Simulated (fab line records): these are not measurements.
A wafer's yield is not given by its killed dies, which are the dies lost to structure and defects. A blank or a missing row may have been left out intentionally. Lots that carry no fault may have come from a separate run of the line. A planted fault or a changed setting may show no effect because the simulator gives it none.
Which tool was responsible?	flow nandHarc	Sampling: 13 lots, 39 wafers, 5 of 1159 route steps

== WHAT THE GAUGES SHOWED, per wafer ==
NHARC_THIN_TSV_CD_MEAS_33: target cd 5000 nm. Usual: cdNm at 5000.4 nm, with a standard deviation of 1.4.
lot	measured	on	cdNm (nm)	flag
L432	day 18 23:12	cdSem-01	5000.6 4999.1 4998.4	
L431	day 19 08:59	cdSem-02	5001.4 4999.6 4999.5	
L433	day 19 03:31	cdSem-01	5000.4 5001.2 5000.1	
L434	day 19 04:43	cdSem-03	5002.3 5000.6 5002.6	
L435	day 19 16:12	cdSem-03	4999.4 5000.3 4998.7	
L436	day 19 15:02	cdSem-01	4999.4 4997.7 4998.2	
L443	day 21 15:56	cdSem-02	5000.8 5002.5	
L445	day 22 10:33	cdSem-01	5001.6 5000.8 5001.3	
L447	day 23 07:43	cdSem-02	4998.3 5000.4 4999.3	
L451	day 24 01:08	cdSem-03	4999.3 4998.1 5000.6	
L452	day 23 23:56	cdSem-03	4999.1 5000.1 5000.2	
L453	day 23 13:36	cdSem-02	5001.8 5000.2 5001.3	
L454	day 24 15:43	cdSem-01	5000.6 5001.1 4997.4	

NHARC_END_SORT_01. Usual: defectLimitedYield 95.4 %, standard deviation 1.5; killedAtArray 26, standard deviation 9.6; killedAtOther 0.7, standard deviation 0.92; killedAtPeriphery 3.8, standard deviation 2.7; killedDies 31, standard deviation 10; killedOpen 3.3, standard deviation 1.7; killedShort 1.8, standard deviation 1.3; sort_bin_2_pct 1.4 %, standard deviation 0.62; sort_bin_3_pct 0.23 %, standard deviation 0.21; sort_bin_4_pct 2.9 %, standard deviation 0.95; sortNPass 646, standard deviation 10; sortRimYieldPct 94 %, standard deviation 3.2; sortYieldPct 95.4 %, standard deviation 1.5.
lot	measured	on	defectLimitedYield (%)	killedAtArray	killedAtOther	killedAtPeriphery	killedDies	killedOpen	killedShort	sort_bin_2_pct (%)	sort_bin_3_pct (%)	sort_bin_4_pct (%)	sortNPass	sortRimYieldPct (%)	sortYieldPct (%)	flag
L431	day 20 03:38	prober-01	97.3 97.3 97.6	13 15 12	2 0 2	3 3 2	18 18 16	4 5 6	2 4 0	0.3 0.6 0.4	0.30 0.15 0	2.1 1.9 1.9	659 659 661	95 96 94	97.3 97.3 97.6	
L443	day 22 01:46	prober-02	0 95.4 95.6	18 30 22	1 0 0	658 1 8	677 31 30	2 3 5	4 2 2	98.1 1.3 1.6	0.15 0 0	1.8 3.2 2.8	0 646 647	0 89 92	0 95.4 95.6	OFF
L445	day 22 18:03	prober-02	97.2 96.3 95.6	18 24 25	0 0 1	1 1 4	19 25 30	5 4 8	0 0 1	0.7 1.3 1.2	0 0.15 0	2.1 2.2 3.2	658 652 647	92 94 97	97.2 96.3 95.6	
L447	day 23 16:44	prober-02	97.5 97.2 98.4	16 17 11	0 0 0	1 2 0	17 19 11	1 1 3	3 4 0	0.4 0.7 0.6	0 0.15 0	2.1 1.9 1.0	660 658 666	97 96 98	97.5 97.2 98.4	
L451	day 24 10:29	prober-01	93.5 93.1 91.4	43 42 55	0 1 1	1 4 2	44 47 58	1 3 3	4 0 1	3.4 2.1 2.1	0.44 0.15 0.59	2.7 4.7 5.9	633 630 619	92 92 91	93.5 93.1 91.4	
L453	day 24 00:30	prober-01	95.4 95.4 95.3	26 24 27	1 3 0	4 4 5	31 31 32	3 3 5	2 2 0	1.0 1.0 2.5	0.44 0.30 0	3.1 3.2 2.2	646 646 645	92 92 92	95.4 95.4 95.3	

== WHAT TOOL EACH LOT RAN ON (gives the tool, then ch and the chambers of the sampled wafers, and finally the start) ==
lot	NHARC_P_BONDPAD_PVD_27	NHARC_THIN_TSV_ETCH_15	NHARC_THIN_TSV_CMP_21
L432	pvdSputter-02, day 6 15:32	rieSi-04 ch 2,3, day 18 17:50	cmp-02 ch 0,1,2, day 18 21:40
L431	pvdSputter-02, day 6 16:08	rieSi-06 ch 2,3, day 19 03:42	cmp-03 ch 0,2, day 19 07:24
L433	pvdSputter-01, day 7 04:13	rieSi-05 ch 2,3, day 18 22:04	cmp-01 ch 0,1,3, day 19 02:02
L434	pvdSputter-02, day 7 04:41	rieSi-04 ch 0,1,2, day 18 23:26	cmp-01 ch 0,1, day 19 03:05
L435	pvdSputter-01, day 7 07:09	rieSi-05 ch 1,2,3, day 19 10:52	cmp-01 ch 0,1,2, day 19 14:34
L436	pvdSputter-03, day 7 14:20	rieSi-06 ch 0,1,3, day 19 09:45	cmp-01 ch 0,2,3, day 19 13:23
L443	pvdSputter-03, day 9 17:40	rieSi-05 ch 2,3, day 21 10:50	cmp-03 ch 0,2, day 21 14:22
L445	pvdSputter-01, day 10 03:56	rieSi-05 ch 0,1,2, day 22 04:58	cmp-02 ch 0,1,2, day 22 08:59
L447	pvdSputter-02, day 10 11:52	rieSi-06 ch 0,1,3, day 23 02:39	cmp-01 ch 0,2,3, day 23 06:16
L451	pvdSputter-01, day 11 13:13	rieSi-04 ch 1,3, day 23 20:11	cmp-01 ch 0,2,3, day 23 23:40
L452	pvdSputter-01, day 11 19:19	rieSi-05 ch 1,2,3, day 23 18:44	cmp-01 ch 0,2,3, day 23 22:22
L453	pvdSputter-02, day 11 20:55	rieSi-06 ch 0,1,3, day 23 08:35	cmp-01 ch 1,2,3, day 23 12:07
L454	pvdSputter-02, day 12 05:23	rieSi-04 ch 1,2,3, day 24 10:17	cmp-03 ch 0,1, day 24 14:07
- NHARC_P_BONDPAD_PVD_27: deposits Cu, target thk 30 nm, time 20.49 s.
- NHARC_THIN_TSV_ETCH_15: target depth 3000 nm, bosch target overetch cycles 2, bosch etch step 2.8 s.
- NHARC_THIN_TSV_CMP_21: polishes, t overpolish 30 s, target thk 2000 nm.

== WHAT THE TOOLS THEMSELVES READ (means of the sampled wafers that have a number; where no wafer has one, the mark that the record gives instead) ==
NHARC_P_BONDPAD_PVD_27. Usual: throttleValvePct at 30.5 %, with a standard deviation of 0.77.
lot	tool	throttleValvePct (%)	flag
L432	pvdSputter-02	30.7	
L431	pvdSputter-02	30.1	
L433	pvdSputter-01	30.5	
L434	pvdSputter-02	30.7	
L435	pvdSputter-01	30.6	
L436	pvdSputter-03	31.0	
L443	pvdSputter-03	30.2	
L445	pvdSputter-01	30.3	
L447	pvdSputter-02	30.5	
L451	pvdSputter-01	30.2	
L452	pvdSputter-01	30.6	
L453	pvdSputter-02	30.2	
L454	pvdSputter-02	30.2	

NHARC_THIN_TSV_ETCH_15. Usual: drypumpMotorCurrentA at 5.9 A, with a standard deviation of 0.57.
lot	tool	drypumpMotorCurrentA (A)	flag
L432	rieSi-04	5.4	
L431	rieSi-06	5.8	
L433	rieSi-05	6.1	
L434	rieSi-04	6.2	
L435	rieSi-05	6.1	
L436	rieSi-06	5.6	
L443	rieSi-05	6.0	
L445	rieSi-05	6.1	
L447	rieSi-06	5.5	
L451	rieSi-04	6.2	
L452	rieSi-05	6.1	
L453	rieSi-06	5.6	
L454	rieSi-04	5.9	

NHARC_THIN_TSV_CMP_21. Usual: motorCurrentA 12.2 A, standard deviation 1.2; overpolishRunS 30.000 s, standard deviation 0.0098.
lot	tool	motorCurrentA (A)	overpolishRunS (s)	flag
L432	cmp-02	12.1	30.001	
L431	cmp-03	12.3	30.001	
L433	cmp-01	12.1	30.000	
L434	cmp-01	12.0	29.997	
L435	cmp-01	12.1	30.005	
L436	cmp-01	11.6	29.994	
L443	cmp-03	11.4	30.007	
L445	cmp-02	11.8	29.985	
L447	cmp-01	11.3	29.992	
L451	cmp-01	12.0	30.002	
L452	cmp-01	11.6	29.997	
L453	cmp-01	11.7	29.997	
L454	cmp-03	12.8	29.998	

== THE ANSWER, worked out from the rows above alone ==
Rule: take the mean of a lot's wafers that have a number; if it is more than 3 standard deviations from the usual mean, the lot is off. A lot without any number at a reading at which 4 lots or more have one is off too. All remaining lots with rows at the step are treated as sound. The gauges are gone through in route order, then the tools' own readings, and for those a lot's mean is taken as printed above. At the first step where some lot is off, the reading lying furthest off is the one used; lots without a number count as furthest.
Off: L443 (NHARC_END_SORT_01, killedAtPeriphery). Neither off nor sound, because the step has no rows for them: L432, L433, L434, L435, L436, L452, L454.
A tool fits if, at a process step before that reading, it ran every lot that is off, and no sound lot after the first of them. The gauges at NHARC_END_SORT_01 are tried like those tools. Can't be told from this: 2 tools fit, pvdSputter-03 at NHARC_P_BONDPAD_PVD_27, cmp-03 at NHARC_THIN_TSV_CMP_21.

== WHAT WAS PUT IN BY THE SIMULATOR ==
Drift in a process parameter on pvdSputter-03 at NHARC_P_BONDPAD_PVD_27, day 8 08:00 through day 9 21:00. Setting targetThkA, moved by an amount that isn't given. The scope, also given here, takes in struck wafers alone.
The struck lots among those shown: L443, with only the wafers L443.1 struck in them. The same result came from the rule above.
